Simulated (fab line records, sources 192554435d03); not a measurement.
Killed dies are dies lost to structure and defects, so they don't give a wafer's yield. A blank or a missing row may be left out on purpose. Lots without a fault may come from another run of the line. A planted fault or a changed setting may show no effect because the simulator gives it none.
Chamber matching | flow n5_finfet | N5_DUMMY_GATE_HM_OPEN_21 on rie_diel-03: 4 sister chambers
The step chemistry CH3F/O2, target SiNx, target depth 120 nm, time 171.4 s. 22 wafers are shown with their chamber, then 11 later ones without.

WAFERS WITH THEIR CHAMBER
wafer  | chamber | rf_vpp_V (V) | showerhead_plenum_p_Torr (Torr) | drypump_motor_current_A (A)
L074.1 | 1       | 293          | 2.10                            | 6.5
L074.2 | 0       | 320          | 2.12                            | 5.9
L074.5 | 0       | 319          | 2.12                            | 5.9
L077.3 | 0       | 319          | 2.11                            | 5.9
L077.4 | 3       | 291          | 2.10                            | 5.9
L077.5 | 2       | 288          | 2.05                            | 5.6
L079.2 | 3       | 291          | 2.10                            | 5.9
L079.3 | 2       | 290          | 2.05                            | 5.6
L079.4 | 0       | 317          | 2.11                            | 5.9
L081.1 | 3       | 291          | 2.10                            | 5.9
L081.3 | 2       | 289          | 2.05                            | 5.7
L081.6 | 2       | 289          | 2.05                            | 5.6
L082.1 | 1       | 294          | 2.09                            | 6.4
L082.3 | 3       | 292          | 2.10                            | 5.8
L082.4 | 0       | 318          | 2.11                            | 5.9
L084.3 | 0       | 319          | 2.11                            | 5.9
L084.5 | 2       | 290          | 2.05                            | 5.6
L084.6 | 1       | 294          | 2.09                            | 6.4
L088.1 | 0       | 317          | 2.11                            | 5.9
L088.2 | 2       | 289          | 2.05                            | 5.6
L088.5 | 0       | 317          | 2.11                            | 5.9
L089.2 | 2       | 288          | 2.05                            | 5.7

SIGNATURES (means of the wafers above)
reading                  | chamber 0 | chamber 1 | chamber 2 | chamber 3 | scatter within a chamber
rf_vpp_V                 | 318.25    | 293.67    | 289.00    | 291.25    | 0.91
showerhead_plenum_p_Torr | 2.1125    | 2.0933    | 2.0500    | 2.1000    | 0.00347
drypump_motor_current_A  | 5.900     | 6.433     | 5.629     | 5.875     | 0.0398
Rule: a wafer's distance from a chamber is the root of the sum, over the readings, of the square of ((its reading less the chamber's mean) divided by the reading's scatter). The wafer belongs to the nearest chamber; if the next one is less than 2 further off, it can't be placed. The scatter: the root of (the sum of the squares of (reading less its chamber's mean) over the shown wafers, divided by (wafers less chambers)).

WAFERS WITHOUT THEIR CHAMBER
wafer  | rf_vpp_V (V) | showerhead_plenum_p_Torr (Torr) | drypump_motor_current_A (A)
L089.5 | 291          | 2.10                            | 5.9
L089.6 | 318          | 2.11                            | 5.9
L091.1 | 288          | 2.05                            | 5.7
L091.3 | 291          | 2.09                            | 5.9
L091.6 | 288          | 2.05                            | 5.6
L093.1 | 317          | 2.10                            | 5.9
L093.4 | 290          | 2.09                            | 5.9
L093.5 | 289          | 2.04                            | 5.6
L094.2 | 292          | 2.09                            | 5.9
L094.3 | 318          | 2.10                            | 5.9
L094.4 | 289          | 2.04                            | 5.6

WHICH CHAMBER EACH WENT THROUGH
wafer  | from the rows above | in truth
L089.5 | 3                   | 3
L089.6 | 0                   | 0
L091.1 | 2                   | 2
L091.3 | 3                   | 3
L091.6 | 2                   | 2
L093.1 | 0                   | 0
L093.4 | 3                   | 3
L093.5 | 2                   | 2
L094.2 | 3                   | 3
L094.3 | 0                   | 0
L094.4 | 2                   | 2
Placed correctly: 11 of 11. Can't be placed from these rows: 0. Placed wrongly: 0.
